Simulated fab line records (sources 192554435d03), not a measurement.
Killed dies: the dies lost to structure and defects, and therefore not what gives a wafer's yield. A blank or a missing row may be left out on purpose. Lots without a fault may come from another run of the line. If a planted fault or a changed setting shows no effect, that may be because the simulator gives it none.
A struck lot beside a sound one || flow n5 finfet || 39 out of 1938 route steps
Sound: the wafers L485.3, L485.4, L485.6. Wafers struck: L484.1, L484.2, L484.3. The cause is given at the end.
Each step with rows lists, per side, the tool, then ch with its chambers, then its first start. Under that, the readings that differ: sound wafers || struck wafers || difference of the means || sigmas: that difference in standard deviations of wafers without a fault.
alike: a reading whose means differ by less than 2 such deviations, as well as words and numbers matching on both sides. not compared: withheld readings; readings where some wafer has no value; bounds like >300 that might hide an equal value; numbers whose values overlap and for which the record gives no deviation.
A row with sigmas, a row that says differs or no value, or rows on one side alone: a step with any of these is where the two part. When numbers do not overlap yet have no deviation, they are printed without sigmas and do not part them. A reading that every wafer of one side lacks parts them only if that side has two wafers or more.

first, 9 steps without rows for these wafers: N5_DUMMY_GATE_EXPOSE_12 (exposes mask GATE, target cd 25 nm); N5_DUMMY_GATE_PEB_13 (peb time 60 s); N5_DUMMY_GATE_DEVELOP_14 (develop time 30 s); N5_DUMMY_GATE_DESCUM_20 (chemistry O2, time 6.2 s); N5_DUMMY_GATE_ETCH_29 (etches underlayer in N2/H2, target depth 13 nm); N5_DUMMY_GATE_ETCH_36 (etches SiARC in CF4, target depth 13 nm); N5_DUMMY_GATE_ETCH_37 (etches SOC in N2/H2, target depth 60 nm, overetch 30 nm); N5_DUMMY_GATE_STRIP_38 (strips in N2/H2); N5_DUMMY_GATE_STRIP_39 (strips in N2/H2).
N5_DUMMY_GATE_TRIM_49: chemistry O2, time 29 s, target cd 14 nm.
  sound on rie si-04 ch 0,1,2, day 6 22:05; struck on rie si-02 ch 0,1,3, day 6 17:03
{"reading": "oes product au (a.u.)", "sound": "0.995 0.983 0.981", "struck": "1.373 1.401 1.460", "difference": "+0.425", "sigmas": "+20"}
{"reading": "model.DUMMY_GATE.cd nm (nm)", "sound": "14 13.8 14", "struck": "9 8.2 8.2", "difference": -5, "sigmas": ""}
  alike: drypump motor current A, temp c, throttle valve pct
  not compared: rf hours counter h
then, 1 step without rows for these wafers: N5_DUMMY_GATE_STRIP_40 (strips in CF4).
N5_DUMMY_GATE_CD_MEAS_50: the cd target is 14 nm.
  sound on cd sem-02, day 6 22:14; struck on cd sem-02, day 6 17:25
{"reading": "cd nm (nm)", "sound": "14.1 13.6 14.3", "struck": "9.0 8.4 8.0", "difference": -5.5, "sigmas": -13}
then, 6 steps without rows for these wafers: N5_DUMMY_GATE_ETCH_31 (etches SiO2 in C4F6/O2, target depth 82.5 nm, time 27.5 s); N5_DUMMY_GATE_STRIP_41 (strips in O2); N5_DUMMY_GATE_HM_OPEN_21 (chemistry CH3F/O2, target SiNx, target depth 120 nm, time 171.4 s); N5_DUMMY_GATE_ETCH_32 (etches SiO2 in CF4, target depth 3.5 nm, time 3.9 s); N5_DUMMY_GATE_ETCH_23 (etches poly-Si in HBr/Cl2/O2, target depth 41 nm, time 22.3 s); N5_DUMMY_GATE_ETCH_44 (etches poly-Si in HBr/O2, stops on SiO2, target depth 127.5 nm).
N5_DUMMY_GATE_CD_MEAS_24: the cd target is 15 nm.
  sound on cd sem-02, day 6 22:44; struck on cd sem-03, day 6 17:58
{"reading": "cd nm (nm)", "sound": "14.8 15.1 15.3", "struck": "10.0 9.6 9.7", "difference": -5.3, "sigmas": -10}
N5_DUMMY_GATE_ETCH_42: etches SiO2 in CHF3/O2, target depth 3.5 nm, time 31 s.
  sound on rie diel-01 ch 1,2,3, day 6 22:46; struck on rie diel-03 ch 1,2,3, day 6 18:01
{"reading": "model.DUMMY_GATE.cd nm (nm)", "sound": "14.8 15.4 15.2", "struck": "9.8 9.4 9.6", "difference": -5.5, "sigmas": ""}
  alike: drypump motor current A, oes product au, rf vpp V, showerhead plenum p Torr, throttle valve pct
  not compared: rf hours counter h
then, 17 steps without rows for these wafers: N5_DUMMY_GATE_STRIP_48 (strips in N2/H2, time 20 s); N5_DUMMY_GATE_PRECLEAN_33 (cleans in dHF, time 10 s); N5_DUMMY_GATE_PRECLEAN_25 (cleans in O3/DIW, time 45 s); N5_DUMMY_GATE_PRECLEAN_51 (cleans in SC2, time 45 s); N5_DUMMY_GATE_SRD_26 (time 30 s); N5_DUMMY_GATE_UV_OZONE_45 (time 120 s); N5_SPACER0_ALD_07 (deposits SiNx, target thk 2 nm); N5_SPACER0_ALD_00 (deposits SiOCN, target thk 3.5 nm, pulse time 3 s, purge time 2 s); N5_SPACER0_ALD_08 (deposits SiNx, target thk 2 nm); N5_SD_EPI_N_COAT_32 (time 60 s, resist thk 350 nm); N5_SD_EPI_N_COAT_33 (time 60 s, resist thk 35 nm); N5_SD_EPI_N_COAT_03 (resist thk 150 nm); N5_SD_EPI_N_EBR_05; N5_SD_EPI_N_SOFTBAKE_04 (time 60 s); N5_SD_EPI_N_EXPOSE_06 (exposes mask SD N BLK, target cd 120 nm); N5_SD_EPI_N_PEB_07 (peb time 60 s); N5_SD_EPI_N_DEVELOP_08 (develop time 30 s).
N5_BEOL_M4_RC_MEAS_101:
  the record has rows for the sound wafers here (prober-02 ch 0, day 11 15:32) and none for the struck ones
-- a jump in the record: the struck wafers' starts before and after are 9 days apart (it breaks off in module BEOL_M4 and resumes in module PASSIVATION, where the first step shown is number 1936 of the route) --
N5_PASSIVATION_PROBE_49:
  sound on prober-02, day 15 23:01; struck on prober-02, day 15 16:56
{"reading": "defect limited yield (%)", "sound": "91.9 88.6 90.7", "struck": "0 0 0", "difference": -90, "sigmas": -60}
{"reading": "killed at front end", "sound": "36 53 34", "struck": "1101 1112 1116", "difference": "+1069", "sigmas": "+97"}
{"reading": "killed dies", "sound": "96 135 110", "struck": "1180 1180 1180", "difference": "+1066", "sigmas": "+59"}
{"reading": "killed on rim", "sound": "21 20 18", "struck": "152 152 152", "difference": "+132", "sigmas": "+38"}
{"reading": "sort_bin_5_function (%)", "sound": "4.2 6.0 5.8", "struck": "96.4 96.5 96.4", "difference": "+91.1", "sigmas": "+94"}
{"reading": "sort n pass", "sound": "1084 1045 1070", "struck": "0 0 0", "difference": -1066, "sigmas": -56}
{"reading": "sort yield pct (%)", "sound": "91.9 88.6 90.7", "struck": "0 0 0", "difference": -90, "sigmas": -56}
  alike: killed_at_M0_to_M3, killed_at_M4_up, killed at contacts, killed at other, killed open, killed short, sort_bin_6_memory

== WHERE THEY PART ==
Last at N5_PASSIVATION_PROBE_49 as far as this record goes, first at N5_DUMMY_GATE_TRIM_49.

WHY: what the simulator had put in
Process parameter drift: rie si-02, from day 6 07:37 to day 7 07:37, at N5_DUMMY_GATE_TRIM_49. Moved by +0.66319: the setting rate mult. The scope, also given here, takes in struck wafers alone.
